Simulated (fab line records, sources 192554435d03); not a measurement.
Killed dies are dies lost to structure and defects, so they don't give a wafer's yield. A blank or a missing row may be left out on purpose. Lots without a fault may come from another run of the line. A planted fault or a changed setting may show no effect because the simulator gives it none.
Tool commonality check | flow n5_finfet | 9 lots, 24 wafers sampled

WHY IT WAS OPENED
At N5_BEOL_M11_OCD_MEAS_38 the reading trench_depth_nm is flagged on 3 of 9 lots. Wafers without a fault read 148.5 nm, standard deviation 2.9.
Rule: a lot is flagged when every wafer of it that has a number lies more than 4 standard deviations from that mean, or none has a number. The other lots count as sound.

lot  | measured     | on     | trench_depth_nm (nm), wafer by wafer | flag
L118 | day 11 06:05 | ocd-02 | 151.6 151.7 147.0                    |
L125 | day 13 01:06 | ocd-02 | 144.2 152.4 144.6                    |
L127 | day 13 12:22 | ocd-01 | 149.7 147.9 150.2                    |
L130 | day 14 19:45 | ocd-01 | 0.2 0 0.0                            | FLAGGED
L128 | day 14 20:07 | ocd-02 | 0 0 0                                | FLAGGED
L132 | day 15 01:11 | ocd-01 | 0.3 0 0                              | FLAGGED
L133 | day 16 08:37 | ocd-02 | 152.2 146.4                          |
L138 | day 17 15:15 | ocd-01 | 146.7 150.9                          |
L139 | day 17 18:04 | ocd-02 | 146.2 147.7                          |
The numbers of the flagged lots are 0.1 nm on average: -148.4 nm against the usual, or -51 standard deviations.

WHICH TOOL RAN EACH LOT
The record holds 3 process steps before the reading, out of a route of 1938 steps. In each cell: the tool, then ch and the chambers that the sampled wafers went through, then the start.
lot  | flag    | N5_BEOL_M11_STRIP_67               | N5_BEOL_M11_TRENCH_ETCH_37         | N5_BEOL_M11_ETCH_41
L118 |         | rie_diel-03 ch 0,1, day 11 03:24   | rie_diel-02 ch 2,3, day 11 05:55   | rie_diel-02 ch 2,3, day 11 06:05 or earlier
L125 |         | rie_diel-03 ch 1,2, day 12 22:31   | rie_diel-02 ch 0,3, day 13 00:55   | rie_diel-02 ch 0,3, day 13 01:06 or earlier
L127 |         | rie_diel-01 ch 0,1,3, day 13 10:10 | rie_diel-02 ch 1,2, day 13 12:10   | rie_diel-02 ch 1,2, day 13 12:22 or earlier
L130 | FLAGGED | rie_diel-02 ch 0,3, day 14 17:26   | rie_diel-01 ch 0,1,3, day 14 19:34 | rie_diel-01 ch 0,1,3, day 14 19:45 or earlier
L128 | FLAGGED | rie_diel-02 ch 0,3, day 14 18:01   | rie_diel-03 ch 0,2,3, day 14 19:55 | rie_diel-03 ch 0,2,3, day 14 20:07 or earlier
L132 | FLAGGED | rie_diel-03 ch 0,1, day 14 23:49   | rie_diel-02 ch 2,3, day 15 01:00   | rie_diel-02 ch 2,3, day 15 01:11 or earlier
L133 |         | rie_diel-01 ch 2,3, day 16 07:22   | rie_diel-01 ch 0,3, day 16 08:26   | rie_diel-01 ch 0,3, day 16 08:37 or earlier
L138 |         | rie_diel-03 ch 2,3, day 17 09:47   | rie_diel-03 ch 0,3, day 17 15:04   | rie_diel-03 ch 0,3, day 17 15:15 or earlier
L139 |         | rie_diel-02 ch 0,1, day 17 10:01   | rie_diel-03 ch 1,2, day 17 17:53   | rie_diel-03 ch 1,2, day 17 18:04 or earlier
What these steps do:
- N5_BEOL_M11_STRIP_67: strips in CF4.
- N5_BEOL_M11_TRENCH_ETCH_37: etches SiCOH lowk in C4F6/O2, target depth 148.83 nm, time 48 s.
- N5_BEOL_M11_ETCH_41: etches SiCN in CH3F/O2, target depth 42.6 nm, time 86 s.
- N5_BEOL_M11_OCD_MEAS_38

FLAGGED OVER TOTAL, TOOL BY TOOL (the gauges that took the reading come last)
step                       | tool        | lots run | flagged | share of the flagged lots | sound lots run after its first flagged lot
N5_BEOL_M11_STRIP_67       | rie_diel-01 | 2        | 0       | none                      | -
N5_BEOL_M11_STRIP_67       | rie_diel-02 | 3        | 2       | some                      | 1 (L139)
N5_BEOL_M11_STRIP_67       | rie_diel-03 | 4        | 1       | some                      | 1 (L138)
N5_BEOL_M11_TRENCH_ETCH_37 | rie_diel-01 | 2        | 1       | some                      | 1 (L133)
N5_BEOL_M11_TRENCH_ETCH_37 | rie_diel-02 | 4        | 1       | some                      | 0
N5_BEOL_M11_TRENCH_ETCH_37 | rie_diel-03 | 3        | 1       | some                      | 2 (L138,L139)
N5_BEOL_M11_ETCH_41        | rie_diel-01 | 2        | 1       | some                      | 1 (L133)
N5_BEOL_M11_ETCH_41        | rie_diel-02 | 4        | 1       | some                      | 0
N5_BEOL_M11_ETCH_41        | rie_diel-03 | 3        | 1       | some                      | 2 (L138,L139)
N5_BEOL_M11_OCD_MEAS_38    | ocd-01      | 4        | 2       | some                      | 1 (L138)
N5_BEOL_M11_OCD_MEAS_38    | ocd-02      | 5        | 1       | some                      | 2 (L133,L139)
N5_BEOL_M11_ETCH_41 gives no start for some lots, so the hours and the order of its lots are those of N5_BEOL_M11_OCD_MEAS_38.

WHAT THE TABLE ALLOWS
No row of the table ran every flagged lot.

WHAT THE SIMULATOR HAD PUT IN
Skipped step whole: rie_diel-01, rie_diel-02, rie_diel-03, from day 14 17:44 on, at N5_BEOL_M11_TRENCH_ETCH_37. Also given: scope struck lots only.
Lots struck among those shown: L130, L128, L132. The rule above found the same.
